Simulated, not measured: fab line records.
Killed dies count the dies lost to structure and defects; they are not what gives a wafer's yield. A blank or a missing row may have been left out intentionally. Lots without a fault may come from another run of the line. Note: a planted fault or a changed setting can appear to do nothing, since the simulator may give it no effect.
fab line records -- flow nand_harc
record lots=14, wafers=40, last_day=34
route steps=1302 shown A_ONON_D2@563 A_CHANNEL_HOLE_D2@577 END@1302
lots that met no fault: from a run of the same line without faults
start_h: start of the lot's first displayed wafer, in hours after the record's first day -- wait_h: hours elapsed since this lot's preceding step -- " same as the row above -- L1.1+2: a row that stands for several wafers -- - no value, or no start was given -- * or withheld: withheld -- < > ~ a bound
route shown NAME@n: names a module that has steps shown in the file, with the first one's number in the route -- usual: mean/standard deviation of fault-free wafers -- same: alike in all rows -- chamber/n: place in a boat -- sites: each site's reading -- _std_site: their standard deviation -- _edge_site: inner sites' mean taken away from outer sites' mean -- radius_mm: for every site, how far away it sits from the centre of the wafer -- mask NAME#n: copy n -- behind: the most recent tool/chamber to have shaped the wafer -- hold: reason for holding the lot/hours on hold/outcome of the hold -- device: transistor that didn't switch, given as n, p or np -- end of line: the route-end tests of the same wafers -- a step without rows: its recipe alone -- killed: dies that structure and defects cost at the first sort, which is not the same as the wafer's yield -- map: per-die view of a wafer (x killed, . not killed, _ where there is no die)
set.NAME: the setting that was run; set.NAME@STEP: the one run at that earlier step -- model.NAME: the simulator's own value behind a step, which no gauge read
one table for each step of the route and one row for each wafer, over a sample of lots
services: from which hour (start_h, from the record's first day; less than 0 if before it) a tool's chamber was out of use, for how many hours, and why
## steps
# step NHARC_A_ONON_D2_THK_MEAS_27
# recipe thk_meas_gauge=ellipsometry
# usual thk_nm=998/8.4
lot.wafer,tool,chamber,start_h,wait_h,thk_nm
L426.1,film_metro-01,-,303.85,-,1003
L426.2,film_metro-01,-,303.85,-,1004
L426.5,film_metro-01,-,303.85,-,1002
L428.1,film_metro-02,-,311.64,-,980
L428.2,film_metro-02,-,311.64,-,978
L428.3,film_metro-02,-,311.64,-,978
L427.2,film_metro-01,-,311.66,-,991
L427.3,film_metro-01,-,311.66,-,991
L427.5,film_metro-01,-,311.66,-,992
L430.3,film_metro-01,-,341.30,-,1009
L430.5,film_metro-01,-,341.30,-,1011
L430.6,film_metro-01,-,341.30,-,1012
L429.2,film_metro-02,-,341.32,-,993
L429.4,film_metro-02,-,341.32,-,996
L429.6,film_metro-02,-,341.32,-,993
L431.1,film_metro-01,-,349.43,-,993
L431.3,film_metro-01,-,349.43,-,994
L431.6,film_metro-01,-,349.43,-,994
L433.3,film_metro-01,-,367.12,-,995
L433.6,film_metro-01,-,367.12,-,996
L435.3,film_metro-01,-,380.54,-,1004
L435.6,film_metro-01,-,380.54,-,1003
L442.3,film_metro-01,-,450.91,-,994
L442.5,film_metro-01,-,450.91,-,992
L442.6,film_metro-01,-,450.91,-,994
L443.3,film_metro-01,-,462.73,-,1001
L443.5,film_metro-01,-,462.73,-,1000
L443.6,film_metro-01,-,462.73,-,1001
L444.1,film_metro-02,-,480.73,-,992
L444.3,film_metro-02,-,480.73,-,994
L444.6,film_metro-02,-,480.73,-,996
L445.2,film_metro-01,-,487.42,-,1005
L445.4,film_metro-01,-,487.42,-,1005
L445.6,film_metro-01,-,487.42,-,1006
L446.2,film_metro-01,-,497.69,-,1006
L446.3,film_metro-01,-,497.69,-,1009
L446.5,film_metro-01,-,497.69,-,1007
L448.2,film_metro-02,-,523.91,-,1005
L448.4,film_metro-02,-,523.91,-,1007
L448.6,film_metro-02,-,523.91,-,1005
# step NHARC_A_ONON_D2_THK_MEAS_34
# recipe thk_meas_gauge=ellipsometry
# usual thk_nm=199/3.3
lot.wafer,tool,chamber,start_h,wait_h,thk_nm
L426.1,film_metro-02,-,304.89,-,200
L426.2,film_metro-02,-,304.89,-,196
L426.5,film_metro-02,-,304.89,-,199
L428.1,film_metro-01,-,312.68,-,194
L428.2,film_metro-01,-,312.68,-,196
L428.3,film_metro-01,-,312.68,-,200
L427.2,film_metro-02,-,312.75,-,198
L427.3,film_metro-02,-,312.75,-,195
L427.5,film_metro-02,-,312.75,-,199
L430.3,film_metro-01,-,342.33,-,194
L430.5,film_metro-01,-,342.33,-,202
L430.6,film_metro-01,-,342.33,-,197
L429.2,film_metro-01,-,342.36,-,200
L429.4,film_metro-01,-,342.36,-,205
L429.6,film_metro-01,-,342.36,-,199
L431.1,film_metro-02,-,350.46,-,195
L431.3,film_metro-02,-,350.46,-,193
L431.6,film_metro-02,-,350.46,-,199
L433.3,film_metro-01,-,368.16,-,199
L433.6,film_metro-01,-,368.16,-,202
L435.3,film_metro-01,-,381.58,-,192
L435.6,film_metro-01,-,381.58,-,206
L442.3,film_metro-01,-,452.08,-,192
L442.5,film_metro-01,-,452.08,-,197
L442.6,film_metro-01,-,452.08,-,198
L443.3,film_metro-02,-,463.77,-,199
L443.5,film_metro-02,-,463.77,-,198
L443.6,film_metro-02,-,463.77,-,204
L444.1,film_metro-02,-,481.77,-,197
L444.3,film_metro-02,-,481.77,-,195
L444.6,film_metro-02,-,481.77,-,201
L445.2,film_metro-02,-,488.45,-,205
L445.4,film_metro-02,-,488.45,-,205
L445.6,film_metro-02,-,488.45,-,207
L446.2,film_metro-02,-,498.73,-,202
L446.3,film_metro-02,-,498.73,-,198
L446.5,film_metro-02,-,498.73,-,199
L448.2,film_metro-01,-,524.94,-,200
L448.4,film_metro-01,-,524.94,-,204
L448.6,film_metro-01,-,524.94,-,203
# step NHARC_A_CHANNEL_HOLE_D2_SOFTBAKE_05
# recipe temp_c=105, time_s=55
# usual heater_power_total_W=188.46/0.15
lot.wafer,tool,chamber,start_h,wait_h,heater_power_total_W
L426.1,litho_track-04,0,316,-,188.70
L426.2,litho_track-04,0,316,-,188.77
L426.5,litho_track-04,0,316,-,188.69
L428.1,litho_track-04,0,319,-,188.34
L428.2,litho_track-04,0,319,-,188.34
L428.3,litho_track-04,0,319,-,188.45
L427.2,litho_track-06,0,319,-,188.43
L427.3,litho_track-06,0,319,-,188.68
L427.5,litho_track-06,0,319,-,188.26
L430.3,litho_track-04,0,345,-,188.39
L430.5,litho_track-04,0,345,-,188.45
L430.6,litho_track-04,0,345,-,188.29
L429.2,litho_track-01,0,345,-,188.25
L429.4,litho_track-01,0,345,-,188.42
L429.6,litho_track-01,0,345,-,188.37
L431.1,litho_track-01,0,352,-,188.37
L431.3,litho_track-01,0,352,-,188.43
L431.6,litho_track-01,0,352,-,188.34
L433.3,litho_track-01,0,372,-,222.45
L433.6,litho_track-01,0,372,-,188.46
L435.3,litho_track-01,0,383,-,222.48
L435.6,litho_track-01,0,383,-,188.82
L442.3,litho_track-06,0,457,-,188.61
L442.5,litho_track-06,0,457,-,188.34
L442.6,litho_track-06,0,457,-,188.49
L443.3,litho_track-04,0,470,-,188.27
L443.5,litho_track-04,0,470,-,188.70
L443.6,litho_track-04,0,470,-,188.45
L444.1,litho_track-06,0,484,-,188.44
L444.3,litho_track-06,0,484,-,188.31
L444.6,litho_track-06,0,484,-,188.27
L445.2,litho_track-06,0,492,-,188.33
L445.4,litho_track-06,0,492,-,188.32
L445.6,litho_track-06,0,492,-,188.47
L446.2,litho_track-01,0,501,-,188.70
L446.3,litho_track-01,0,501,-,188.36
L446.5,litho_track-01,0,501,-,188.50
L448.2,litho_track-01,0,530,-,188.80
L448.4,litho_track-01,0,530,-,188.30
L448.6,litho_track-01,0,530,-,188.49
# step NHARC_A_CHANNEL_HOLE_D2_ETCH_34
# recipe target_depth_a=1540, time_s=77, cf4_flow_sccm=100, chf3_flow_sccm=30, ar_flow_sccm=0, rf_w=500, bias_w=200, chemistry=CF4/CHF3
# usual drypump_motor_current_A=5.7/0.45, oes_product_au=0.961/0.02, rf_vpp_V=371.5/1.6, showerhead_plenum_p_Torr=1.60/0.043, throttle_valve_pct=16.803/0.0091
lot.wafer,tool,chamber,start_h,wait_h,drypump_motor_current_A,oes_product_au,rf_hours_counter_h,rf_vpp_V,showerhead_plenum_p_Torr,throttle_valve_pct
L426.2,rie_diel-03,1,-,-,5.4,0.929,1.2,371.2,1.60,16.809
L426.1,rie_diel-03,2,-,-,6.0,0.932,1.1,368.1,1.55,16.810
L426.5,rie_diel-03,2,-,-,6.0,0.930,-,368.7,1.55,16.796
L428.3,rie_diel-08,2,-,-,5.2,0.990,7.8,370.8,1.59,16.802
L428.2,rie_diel-08,3,-,-,5.4,1.000,7.9,374.3,1.67,16.796
L428.1,rie_diel-08,0,-,-,5.1,0.942,8.2,374.0,1.62,16.803
L427.2,rie_diel-01,1,-,-,6.3,0.974,6.2,371.7,1.61,16.793
L427.3,rie_diel-01,2,-,-,5.5,0.956,6.8,370.4,1.58,16.808
L427.5,rie_diel-01,0,-,-,5.8,0.959,-,374.7,1.67,16.798
L430.3,rie_diel-03,1,-,-,5.3,0.960,2.5,370.9,1.60,16.804
L430.5,rie_diel-03,3,-,-,5.2,0.937,-,374.5,1.65,16.780
L430.6,rie_diel-03,0,-,-,6.3,0.960,-,370.1,1.54,16.806
L429.2,rie_diel-01,1,-,-,6.3,0.978,6.9,371.6,1.61,16.799
L429.4,rie_diel-01,3,-,-,5.8,0.964,8.2,371.2,1.61,16.792
L429.6,rie_diel-01,2,-,-,5.5,0.944,-,371.6,1.58,16.808
L431.3,rie_diel-03,3,-,-,5.2,0.987,3.1,372.7,1.65,16.802
L431.1,rie_diel-03,2,-,-,6.0,0.965,3.0,369.6,1.55,16.805
L431.6,rie_diel-03,3,-,-,5.2,0.977,-,372.2,1.65,16.796
L433.3,rie_diel-03,2,-,-,6.0,0.965,4.1,368.6,1.55,16.785
L433.6,rie_diel-03,3,-,-,5.2,0.975,-,372.6,1.65,16.804
L435.3,rie_diel-03,3,-,-,5.2,0.959,5.4,373.7,1.65,16.788
L435.6,rie_diel-03,3,-,-,5.2,0.962,-,374.5,1.65,16.784
L442.3,rie_diel-03,1,-,-,5.3,0.919,9.3,371.7,1.59,16.785
L442.5,rie_diel-03,3,-,-,5.2,0.924,-,374.0,1.65,16.805
L442.6,rie_diel-03,0,-,-,6.3,0.940,-,368.1,1.54,16.819
L443.3,rie_diel-08,2,-,-,5.2,0.973,6.8,371.6,1.59,16.804
L443.6,rie_diel-08,3,-,-,5.4,0.983,-,373.0,1.67,16.807
L443.5,rie_diel-08,0,-,-,5.1,0.965,-,372.6,1.61,16.797
L444.1,rie_diel-03,3,-,-,5.2,0.982,0.9,372.8,1.65,16.800
L444.3,rie_diel-03,2,-,-,6.0,0.970,1.2,368.8,1.55,16.799
L444.6,rie_diel-03,3,-,-,5.2,0.983,-,373.3,1.65,16.796
L445.4,rie_diel-01,2,-,-,5.5,0.964,3.9,371.5,1.58,16.802
L445.2,rie_diel-01,1,-,-,6.4,0.993,4.2,371.4,1.61,16.803
L445.6,rie_diel-01,3,-,-,5.8,0.963,-,372.5,1.61,16.817
L446.2,rie_diel-03,1,-,-,5.3,0.962,2.4,371.4,1.59,16.815
L446.3,rie_diel-03,2,-,-,6.0,0.971,2.2,370.4,1.55,16.825
L446.5,rie_diel-03,1,-,-,5.3,0.965,-,372.3,1.59,16.800
L448.2,rie_diel-03,2,531.37,0.3,6.0,0.947,4.3,369.2,1.54,16.802
L448.4,rie_diel-03,1,531.37,0.3,5.3,0.944,-,372.1,1.59,16.797
L448.6,rie_diel-03,1,531.37,0.3,5.3,0.931,-,371.4,1.59,16.800
# step NHARC_END_SORT_01
# recipe temp_c=25
# usual killed_at_array=54/17, killed_at_other=0.7/1, killed_at_periphery=3.7/2.9, killed_dies=58/16, killed_open=3.2/1.9, killed_short=2.2/1.5
# same gross_dies=677
lot.wafer,tool,chamber,start_h,wait_h,killed_at_array,killed_at_other,killed_at_periphery,killed_dies,killed_open,killed_short
L426.1,prober-01,0,573.16,2.5,51,3,11,65,6,1
L426.2,prober-01,0,573.95,2.8,42,5,8,55,3,1
L426.5,prober-01,0,576.34,3.7,47,0,9,56,5,0
L433.3,prober-01,0,647.13,3.1,56,0,2,58,2,3
L435.3,prober-02,0,654.92,3.1,61,1,0,62,4,1
L435.6,prober-02,0,657.29,3.9,70,0,0,70,4,2
L442.3,prober-01,0,728.34,3.1,50,0,3,53,2,1
L442.5,prober-01,0,729.94,3.7,59,0,6,65,4,5
L442.6,prober-01,0,730.74,4.0,71,0,12,83,7,1
L443.3,prober-01,0,737.67,3.1,75,0,2,77,4,2
L443.5,prober-01,0,739.24,3.7,67,0,2,69,0,2
L443.6,prober-01,0,740.03,3.9,83,0,2,85,3,1
L446.2,prober-01,0,774.00,2.8,54,2,1,57,3,4
L446.3,prober-01,0,774.80,3.1,37,0,5,42,7,3
L446.5,prober-01,0,776.39,3.7,40,1,1,42,4,1
L448.2,prober-01,0,806.49,2.8,61,0,3,64,4,3
L448.4,prober-01,0,808.11,3.5,66,1,2,69,7,4
L448.6,prober-01,0,809.74,4.1,36,2,7,45,8,2
# killed by level:class
L426.1 A_CHANNEL_HOLE_D1:chamber_film_flake=39 P_CONTACT:chamber_film_flake=8 A_CHANNEL_HOLE_D2:chamber_film_flake=7 P_M1:geometric_particle:open=2 THIN_TSV:chamber_film_flake=2 A_CHANNEL_FILL_D1:geometric_particle:open=1 A_DECK1_JOINT:geometric_particle:open=1 A_DECK1_JOINT:geometric_particle:short=1
L426.2 A_CHANNEL_HOLE_D1:chamber_film_flake=32 P_CONTACT:chamber_film_flake=5 THIN_TSV:chamber_film_flake=5 A_CHANNEL_HOLE_D2:chamber_film_flake=4 A_CONTACT:chamber_film_flake=2 P_M0:geometric_particle:open=1 A_ONON_D1:geometric_particle:open=1 A_WL_FILL:geometric_particle:short=1
L426.5 A_CHANNEL_HOLE_D1:chamber_film_flake=37 P_CONTACT:chamber_film_flake=5 A_CHANNEL_HOLE_D2:chamber_film_flake=5 A_ONON_D2:geometric_particle:open=2 P_GATE:chamber_film_flake=2 A_CONTACT:chamber_film_flake=2 P_GATE:geometric_particle:open=1 P_M1:geometric_particle:open=1
L433.3 A_CHANNEL_HOLE_D1:chamber_film_flake=32 A_CHANNEL_HOLE_D2:chamber_film_flake=11 A_CONTACT:chamber_film_flake=7 A_ONON_D1:geometric_particle:short=2 P_STI:geometric_particle:short=1 A_ONON_D1:geometric_particle:open=1 A_M1:geometric_particle:open=1 P_STI:chamber_film_flake=1
L435.3 A_CHANNEL_HOLE_D1:chamber_film_flake=35 A_CHANNEL_HOLE_D2:chamber_film_flake=14 A_CONTACT:chamber_film_flake=3 A_CHANNEL_FILL_D2:chamber_film_flake=2 A_BLC:chamber_film_flake=2 A_ONON_D2:geometric_particle:open=1 A_CHANNEL_FILL_D2:geometric_particle:open=1 A_CHANNEL_FILL_D2:geometric_particle:short=1
L435.6 A_CHANNEL_HOLE_D1:chamber_film_flake=34 A_CONTACT:chamber_film_flake=8 A_CHANNEL_HOLE_D2:chamber_film_flake=8 A_BLC:chamber_film_flake=7 A_ZERO_WELL:chamber_film_flake=2 A_CHANNEL_FILL_D2:chamber_film_flake=2 A_STAIRCASE:chamber_film_flake=2 A_CHANNEL_HOLE_D1:geometric_particle:open=1
L442.3 A_SLIT:chamber_film_flake=15 A_CHANNEL_HOLE_D1:chamber_film_flake=9 A_CONTACT:chamber_film_flake=9 A_CHANNEL_HOLE_D2:chamber_film_flake=8 A_STAIRCASE:chamber_film_flake=7 P_CONTACT:geometric_particle:open=1 P_M0:geometric_particle:short=1 A_BLC:geometric_particle:open=1
L442.5 A_CHANNEL_HOLE_D2:chamber_film_flake=18 A_SLIT:chamber_film_flake=15 A_CONTACT:chamber_film_flake=6 A_CHANNEL_HOLE_D1:chamber_film_flake=5 A_STAIRCASE:chamber_film_flake=4 A_CHANNEL_FILL_D2:chamber_film_flake=3 A_WL_FILL:geometric_particle:short=2 A_BLC:geometric_particle:short=2
L442.6 A_SLIT:chamber_film_flake=26 A_CHANNEL_HOLE_D2:chamber_film_flake=15 A_CONTACT:chamber_film_flake=10 A_CHANNEL_HOLE_D1:chamber_film_flake=6 A_STAIRCASE:chamber_film_flake=5 P_GATE:chamber_film_flake=4 P_ZERO_WELL:chamber_film_flake=3 A_DECK1_JOINT:chamber_film_flake=3
L443.3 A_CHANNEL_HOLE_D1:chamber_film_flake=28 A_CHANNEL_HOLE_D2:chamber_film_flake=20 A_SLIT:chamber_film_flake=15 A_SGD_CUT:chamber_film_flake=4 A_CHANNEL_FILL_D1:chamber_film_flake=2 P_GATE:geometric_particle:open=1 A_ONON_D1:geometric_particle:open=1 A_DECK1_JOINT:geometric_particle:short=1
L443.5 A_CHANNEL_HOLE_D1:chamber_film_flake=27 A_SLIT:chamber_film_flake=15 A_CHANNEL_HOLE_D2:chamber_film_flake=8 A_SGD_CUT:chamber_film_flake=5 A_CONTACT:chamber_film_flake=4 A_CHANNEL_FILL_D1:chamber_film_flake=2 A_WL_FILL:chamber_film_flake=2 A_CHANNEL_FILL_D1:geometric_particle:short=1
L443.6 A_CHANNEL_HOLE_D1:chamber_film_flake=30 A_SLIT:chamber_film_flake=22 A_CHANNEL_HOLE_D2:chamber_film_flake=16 A_CONTACT:chamber_film_flake=6 A_SGD_CUT:chamber_film_flake=3 A_WL_FILL:chamber_film_flake=3 P_M0:geometric_particle:open=1 P_M2:geometric_particle:open=1
L446.2 A_CHANNEL_HOLE_D2:chamber_film_flake=33 A_SLIT:chamber_film_flake=6 A_CHANNEL_HOLE_D1:chamber_film_flake=3 A_CONTACT:chamber_film_flake=3 A_WL_FILL:geometric_particle:short=2 A_CHANNEL_HOLE_D1:unspecified=2 THIN_TSV:chamber_film_flake=2 A_CHANNEL_HOLE_D1:geometric_particle:open=1
L446.3 A_CHANNEL_HOLE_D2:chamber_film_flake=16 A_SLIT:chamber_film_flake=7 A_DECK1_JOINT:geometric_particle:short=2 P_GATE:chamber_film_flake=2 A_SGD_CUT:chamber_film_flake=2 A_CONTACT:chamber_film_flake=2 P_CONTACT:geometric_particle:open=1 P_M0:geometric_particle:open=1
L446.5 A_CHANNEL_HOLE_D2:chamber_film_flake=22 A_SLIT:chamber_film_flake=6 A_CHANNEL_HOLE_D1:chamber_film_flake=2 A_CONTACT:chamber_film_flake=2 A_CHANNEL_FILL_D1:geometric_particle:open=1 A_CHANNEL_HOLE_D1:geometric_particle:open=1 A_DECK1_JOINT:geometric_particle:open=1 A_WL_FILL:geometric_particle:short=1
L448.2 A_SLIT:chamber_film_flake=33 A_CHANNEL_HOLE_D2:chamber_film_flake=12 A_CONTACT:chamber_film_flake=6 A_WL_FILL:geometric_particle:open=2 A_WL_FILL:chamber_film_flake=2 P_CONTACT:geometric_particle:open=1 A_ONON_D1:geometric_particle:short=1 A_ONON_D2:geometric_particle:short=1
L448.4 A_SLIT:chamber_film_flake=30 A_CHANNEL_HOLE_D2:chamber_film_flake=16 A_CONTACT:chamber_film_flake=5 A_M0:geometric_particle:open=3 A_CHANNEL_FILL_D2:geometric_particle:short=2 A_CONTACT:geometric_particle:open=2 A_CHANNEL_FILL_D1:chamber_film_flake=2 A_ONON_D1:geometric_particle:short=1
L448.6 A_SLIT:chamber_film_flake=16 A_CHANNEL_HOLE_D2:chamber_film_flake=8 A_CONTACT:chamber_film_flake=5 P_CONTACT:geometric_particle:open=2 A_CHANNEL_FILL_D2:geometric_particle:open=2 P_GATE:geometric_particle:open=1 P_M0:geometric_particle:short=1 A_DECK1_JOINT:geometric_particle:open=1
## services
tool,chamber,start_h,hours,kind
rie_diel-08,2,299.18,7.5,repair
rie_diel-03,0,314.95,-,clean
rie_diel-03,1,314.95,-,clean
rie_diel-03,2,314.95,-,clean
rie_diel-03,3,314.95,-,clean
rie_diel-01,0,324.91,2.7,repair
litho_track-01,-,330.00,7.0,pm
rie_diel-03,1,337.73,2.2,repair
rie_diel-01,1,338.59,8.4,repair
rie_diel-03,0,339.45,-,clean
litho_track-06,-,354.00,7.0,pm
rie_diel-01,2,364.72,9.1,repair
rie_diel-08,-,367.80,9.0,pm
litho_track-04,-,378.00,7.0,pm
rie_diel-01,-,380.80,9.0,pm
rie_diel-03,0,384.22,17.7,repair
rie_diel-03,3,385.38,6.2,repair
rie_diel-01,-,454.69,4.7,repair
litho_track-01,-,505.00,7.0,pm
rie_diel-03,-,518.06,0.4,repair
rie_diel-03,3,518.64,14.7,repair
rie_diel-03,0,525.98,24.6,repair
rie_diel-01,2,527.84,4.8,repair
litho_track-06,-,529.00,7.0,pm
## key
first_sign step=NHARC_A_CHANNEL_HOLE_D2_SOFTBAKE_05, reading=heater_power_total_W, direction=up, sigmas=99+, usual=*, struck=*
effect none on later readings
met_at NHARC_A_CHANNEL_HOLE_D2_SOFTBAKE_05
struck_lots L433,L435
struck_wafers L433.3,L435.3
tester_left_out L433,L435
not_acting_at NHARC_A_ONON_D2_THK_MEAS_27,NHARC_A_ONON_D2_THK_MEAS_34,NHARC_A_CHANNEL_HOLE_D2_ETCH_34
onset_between 352 372
fault kind=process_parameter_drift, tool=litho_track-01, chamber=-, onset_h=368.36, steps=NHARC_A_CHANNEL_HOLE_D2_SOFTBAKE_05, channel=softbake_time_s, offset=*, shape=step, end_h=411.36, scope=struck_wafers_only, acts_in=*, stated=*
# tester_left_out: of these lots the tester's yield and bins aren't shown, on N5 and GAA mostly nor the transistor test; their killed dies are dies lost to structure and defects alone, not to doping, threshold or leakage, so they don't give the yield
